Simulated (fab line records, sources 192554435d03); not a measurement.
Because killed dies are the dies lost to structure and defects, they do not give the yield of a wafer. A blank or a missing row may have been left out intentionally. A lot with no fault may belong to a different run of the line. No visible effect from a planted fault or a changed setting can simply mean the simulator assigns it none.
A struck lot beside a sound one || flow n5_finfet || 18 out of 1938 route steps
Sound: wafers L616.2, L616.5. Struck: wafers L625.2, L625.3, L625.5. The cause is given at the end.
For every step that has rows: the tool of each side, followed by ch and its chambers, followed by its first start. Under that, the readings that differ: sound wafers || struck wafers || difference of the means || sigmas: that difference in standard deviations of wafers without a fault.
alike: a reading whose means differ by less than 2 such deviations, as well as words and numbers matching on both sides. not compared: withheld readings; readings where some wafer has no value; bounds like >300 that might hide an equal value; numbers whose values overlap and for which the record gives no deviation.
A row with sigmas, a row that says differs or no value, or rows on one side alone: a step with any of these is where the two part. Numbers that don't overlap but have no deviation are shown without sigmas and don't part them. A reading missing from all wafers of one side parts the sides only when that side holds two or more wafers.

N5_FIN_SAQP_HM_DEP_03: deposits SiNx from SiH4/NH3/N2, target thk 38 nm, time 33.6 s.
  sound on pecvd-03 ch 0, day 1 21:01; struck on pecvd-04 ch 0,1,2, day 4 03:01
{"reading": "showerhead_plenum_p_Torr (Torr)", "sound": "5.31 5.32", "struck": "5.08 5.20 5.07", "difference": -0.20, "sigmas": -2}
  alike: heater_power_w, throttle_valve_pct
N5_FIN_SAQP_THK_MEAS_05:
  struck on film_metro-01, day 4 03:05; sound on film_metro-01, day 1 21:06
  alike: thk_nm
N5_FIN_SAQP_PECVD_47: deposits a-Si from SiH4/He, target thk 45 nm, time 36.3 s.
  sound on pecvd-01 ch 0,1, day 1 21:08; struck on pecvd-01 ch 0,2, day 4 03:08
  alike: heater_power_w, showerhead_plenum_p_Torr, throttle_valve_pct
N5_FIN_SAQP_PECVD_48: deposits SiNx from SiH4/NH3/N2, target thk 25 nm, time 22.1 s.
  sound on pecvd-01 ch 0,1, day 1 21:12; struck on pecvd-01 ch 0,2, day 4 03:10
  alike: heater_power_w, showerhead_plenum_p_Torr, throttle_valve_pct
N5_FIN_SAQP_PECVD_06: deposits a-Si from SiH4/He, target thk 60 nm, time 48.1 s.
  sound on pecvd-01 ch 0,1, day 1 21:16; struck on pecvd-01 ch 0,2, day 4 03:13
  alike: heater_power_w, showerhead_plenum_p_Torr, throttle_valve_pct
N5_FIN_SAQP_THK_MEAS_07:
  struck on film_metro-01, day 4 03:18; sound on film_metro-01, day 1 21:23
  alike: thk_nm
N5_FIN_SAQP_HM_DEP_72: deposits SiO2 from SiH4/N2O, target thk 12 nm, time 7.2 s.
  sound on pecvd-01 ch 1, day 1 21:25; struck on pecvd-04 ch 0,1,2, day 4 03:20
  alike: heater_power_w, showerhead_plenum_p_Torr
then, 5 steps without rows for these wafers: N5_FIN_SAQP_COAT_49 (time 60 s, resist thk 100 nm); N5_FIN_SAQP_COAT_50 (time 60 s, resist thk 35 nm); N5_FIN_SAQP_COAT_10 (resist thk 90 nm); N5_FIN_SAQP_EBR_12; N5_FIN_SAQP_SOFTBAKE_11 (time 60 s).
N5_FIN_SAQP_EXPOSE_13: exposes mask FIN CORE, target cd 35.6 nm.
  sound on arfi_scanner-02 ch 0, day 1 21:38; struck on arfi_scanner-01 ch 0, day 4 03:40
{"reading": "exposure_dose_mJ_cm2", "sound": "63.28 63.23", "struck": "58.71 58.70 58.61", "difference": -4.58, "sigmas": -74}
  alike: mask
then, 2 steps without rows for these wafers: N5_FIN_SAQP_PEB_14 (peb time 60 s); N5_FIN_SAQP_DEVELOP_15 (develop time 30 s).
N5_FIN_SAQP_CD_MEAS_16 targets a cd of 35.6 nm.
  sound on cd_sem-01 ch 0, day 1 21:46; struck on cd_sem-02 ch 0, day 4 03:47
{"reading": "cd_nm (nm)", "sound": "35.39 35.73", "struck": "37.54 37.22 37.48", "difference": "+1.85", "sigmas": "+6"}
N5_FIN_SAQP_OVL_MEAS_17:
  sound on overlay-02 ch 0, day 1 21:48; struck on overlay-01 ch 0, day 4 03:49
  alike: FIN_CORE_OVL
next, for these wafers, 1 step has no rows: N5_PASSIVATION_PROBE_49.

== WHERE THEY PART ==
At N5_FIN_SAQP_HM_DEP_03 first; at N5_FIN_SAQP_CD_MEAS_16 last (within this record only). Later steps at which nothing parts them and some readings are alike: N5_FIN_SAQP_OVL_MEAS_17.

WHY: whatever the simulator had introduced
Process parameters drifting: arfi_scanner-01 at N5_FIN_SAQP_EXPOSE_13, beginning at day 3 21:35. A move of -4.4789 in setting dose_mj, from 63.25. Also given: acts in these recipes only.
